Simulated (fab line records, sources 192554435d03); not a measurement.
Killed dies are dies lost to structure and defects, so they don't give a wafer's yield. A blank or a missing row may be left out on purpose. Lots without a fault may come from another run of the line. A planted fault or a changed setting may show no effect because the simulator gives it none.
Which tool did it? | flow n5_finfet | 10 lots, 26 wafers sampled, at 3 steps of a route of 1938

WHAT THE GAUGES READ, wafer by wafer
N5_BEOL_M0_SAQP_CD_MEAS_25: target cd 13.1 nm.
lot  | measured     | on        | cd_nm (nm)
L396 | day 5 17:20  | cd_sem-02 | 12.49 12.67 12.51
L397 | day 5 20:05  | cd_sem-03 | 12.73 13.16 12.93
L399 | day 6 08:04  | cd_sem-02 | 12.75 13.04 12.60
L400 | day 6 17:23  | cd_sem-02 | 12.90 12.89
L406 | day 8 00:29  | cd_sem-03 | 12.98 12.92 13.05
L409 | day 8 19:14  | cd_sem-01 | 12.99 16.63
L411 | day 9 07:08  | cd_sem-01 | 12.76 16.58
L415 | day 10 22:37 | cd_sem-02 | 12.77 12.34 12.45
L417 | day 10 22:47 | cd_sem-03 | 12.65 13.03 12.50
L419 | day 11 12:31 | cd_sem-02 | 12.25 12.42

WHICH TOOL RAN EACH LOT (tool, then ch and the chambers of the sampled wafers, then the start)
lot  | N5_BEOL_M0_SAQP_SPACER1_ALD_98    | N5_BEOL_M0_SAQP_MANDREL1_REMOVE_100
L396 | ald_sin-01 ch 0,3, day 5 16:40    | rie_si-02 ch 0,1, day 5 17:14
L397 | ald_sin-01 ch 0,1,2, day 5 19:25  | rie_si-01 ch 0,2, day 5 19:58
L399 | ald_sin-01 ch 0,1, day 6 07:23    | rie_si-01 ch 0,1,2, day 6 07:57
L400 | ald_sin-01 ch 0,1, day 6 16:37    | rie_si-04 ch 0,2, day 6 17:16
L406 | ald_sin-02 ch 0,1,3, day 7 23:48  | rie_si-02 ch 0,1, day 8 00:22
L409 | ald_sin-01 ch 2, day 8 18:34      | rie_si-02 ch 0,3, day 8 19:08
L411 | ald_sin-01 ch 2,3, day 9 06:41    | rie_si-02 ch 1,2, day 9 07:03
L415 | ald_sin-03 ch 1,3, day 10 21:54   | rie_si-02 ch 1,2, day 10 22:30
L417 | ald_sin-02 ch 0,2,3, day 10 22:06 | rie_si-01 ch 1,2,3, day 10 22:40
L419 | ald_sin-03 ch 0,1, day 11 12:04   | rie_si-04 ch 0,1, day 11 12:26
- N5_BEOL_M0_SAQP_SPACER1_ALD_98: deposits SiO2, target thk 12.8 nm, pulse time 1 s, purge time 2 s.
- N5_BEOL_M0_SAQP_MANDREL1_REMOVE_100: chemistry HBr/Cl2/O2, target a-Si, stops on SiNx, bt time 10 s.

THE ANSWER, worked out from the rows above alone
Rule: what is usual is taken from the lots themselves. Put in order of their means at a reading, lots are off if they are a third of the lots or fewer, leave a main group of 4 or more, and stand apart from it by a gap of 3 or more times the standard deviation of the main group's means; of several such gaps the widest counts. A main group whose means are all the same, to the digits that the tables above print for the reading, isn't used. A lot without any number at a reading at which 4 lots or more have one is off too. The other lots that the step has rows for count as sound.
Off: L409, L411, at N5_BEOL_M0_SAQP_CD_MEAS_25 (cd_nm). The main group: mean 12.72 nm, standard deviation 0.21.
A tool fits if, at a process step before that reading, it ran every lot that is off, and no sound lot after the first of them. The gauges at N5_BEOL_M0_SAQP_CD_MEAS_25 are tried like those tools. Can't be told from this: 2 tools fit, ald_sin-01 at N5_BEOL_M0_SAQP_SPACER1_ALD_98, cd_sem-01 at N5_BEOL_M0_SAQP_CD_MEAS_25.

WHAT THE SIMULATOR HAD PUT IN
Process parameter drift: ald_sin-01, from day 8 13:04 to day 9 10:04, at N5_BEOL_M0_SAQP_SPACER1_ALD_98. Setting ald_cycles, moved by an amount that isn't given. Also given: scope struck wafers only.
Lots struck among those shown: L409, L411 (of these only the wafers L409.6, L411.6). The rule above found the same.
